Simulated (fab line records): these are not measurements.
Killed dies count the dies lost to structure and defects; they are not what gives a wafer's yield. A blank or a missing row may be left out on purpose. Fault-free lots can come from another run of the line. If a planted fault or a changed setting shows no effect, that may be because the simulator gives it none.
A struck lot beside a sound one    flow n5 finfet    15 steps out of a route of 1938
Sound: wafers L808.2, L808.5, L808.6. Struck: wafer L804.1 (left out: L804.6, a lot-mate that was not struck); the cause follows at the end.
Per side, at each step with rows, come the tool, then ch with its chambers, and then its first start. Under that, the readings that differ: sound wafers    struck wafers    difference of the means    sigmas: that difference in standard deviations of wafers without a fault.
alike: readings whose means differ by less than 2 such deviations, and words and numbers that are the same on both sides. not compared: withheld readings, readings that some wafer has no value for, bounds like >300 that may hide the same value, and numbers for which the record gives no deviation and whose values overlap.
The two part at a step that has a row with sigmas, a row that says differs or no value, or rows on one side only. Numbers that don't overlap but have no deviation are shown without sigmas and don't part them. A reading missing from all wafers of one side parts the sides only when that side holds two or more wafers.

first, 4 steps without rows for these wafers: N5_BEOL_M4_SOFTBAKE_23 (time 60 s); N5_BEOL_M4_EXPOSE_25 (exposes mask V3, defocus 5 nm); N5_BEOL_M4_PEB_26 (peb time 60 s); N5_BEOL_M4_DEVELOP_27 (develop time 30 s).
N5_BEOL_M4_CD_MEAS_28: target cd 26.2 nm, target cd y 24.1 nm.
  sound on cd sem-02 ch 0, day 12 15:52; struck on cd sem-02 ch 0, day 11 16:21
  alike: cd nm
N5_BEOL_M4_OVL_MEAS_29:
  sound on overlay-01 ch 0, day 12 15:54; struck on overlay-01 ch 0, day 11 16:23
  alike: V3_OVL
N5_BEOL_M4_INSPECT_30: inspects for defects (brightfield).
  sound: defect inspect-01 at day 12 15:57; struck: defect inspect-01 at day 11 16:26
  alike: raw defect count
N5_BEOL_M4_DESCUM_33: chemistry O2, time 7 s.
  sound on rie diel-02 ch 0,1,2, day 12 16:11; struck on rie diel-06 ch 3, day 11 16:41
  alike: drypump motor current A, oes product au, rf vpp V, showerhead plenum p Torr, throttle valve pct
  not compared: rf hours counter h
N5_BEOL_M4_ETCH_77: etches underlayer in N2/H2, target depth 6.5 nm, time 5.2 s.
  sound on rie diel-02 ch 0,1,2, day 12 16:13; struck on rie diel-06 ch 3, day 11 16:43
  alike: drypump motor current A, etch rf on time s, n2 flow sccm, oes product au, rf vpp V, showerhead plenum p Torr, throttle valve pct
  not compared: rf hours counter h
N5_BEOL_M4_ETCH_69: etches SiARC in CF4, target depth 15.6 nm, time 26 s.
  sound on rie diel-02 ch 0,1,2, day 12 16:14; struck on rie diel-06 ch 3, day 11 16:44
  alike: drypump motor current A, etch rf on time s, oes product au, rf vpp V, showerhead plenum p Torr, throttle valve pct
  not compared: rf hours counter h
N5_BEOL_M4_ALD_98: deposits SiO2, target thk 2.5 nm, pulse time 1 s, co reactant pulse time 1 s.
  sound on ald sin-02 ch 0,3, day 12 17:25; struck on ald sin-03 ch 3, day 11 16:58
  alike: heater power w, precursor pulse height rel
N5_BEOL_M4_ETCHBACK_99: etches SiO2 in CHF3, target depth 5 nm, time 10.4 s.
  sound on rie diel-05 ch 0,2,3, day 12 17:32; struck on rie diel-06 ch 1, day 12 00:11
  alike: drypump motor current A, oes product au, rf vpp V, showerhead plenum p Torr, throttle valve pct
  not compared: rf hours counter h
N5_BEOL_M4_ETCH_70: etches SOC in N2/H2, target depth 80 nm, overetch 24 nm, time 130 s.
  sound on rie diel-05 ch 0,2,3, day 12 17:34; struck on rie diel-06 ch 1, day 12 00:14
reading           sound              struck  difference  sigmas
run length s (s)  153.0 153.3 152.6  147.1   -5.9        -18
  alike: drypump motor current A, n2 flow sccm, oes product au, rf vpp V, showerhead plenum p Torr, throttle valve pct
  not compared: rf hours counter h, model.SiARC_of_BEOL_M4_COAT_68.thk nm
then, 1 step without rows for these wafers: N5_BEOL_M4_STRIP_71 (strips in N2/H2).
N5_BEOL_M4_RC_MEAS_101:
  sound on prober-02 ch 0, day 12 22:38; struck on prober-01 ch 0, day 12 05:11
  alike: DIBL_N, DIBL_P, IOFF_N, IOFF_P, ION_N, ION_P, SS_N, SS_P, VT_N, VT_P

== WHERE THEY PART ==
Within this record, at N5_BEOL_M4_ETCH_70 only. Later steps at which nothing parts them and some readings are alike: N5_BEOL_M4_RC_MEAS_101.

WHY: what had been put in by the simulator
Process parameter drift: rie diel-06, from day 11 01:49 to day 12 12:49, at N5_BEOL_M4_ETCH_70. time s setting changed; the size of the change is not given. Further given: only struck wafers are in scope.
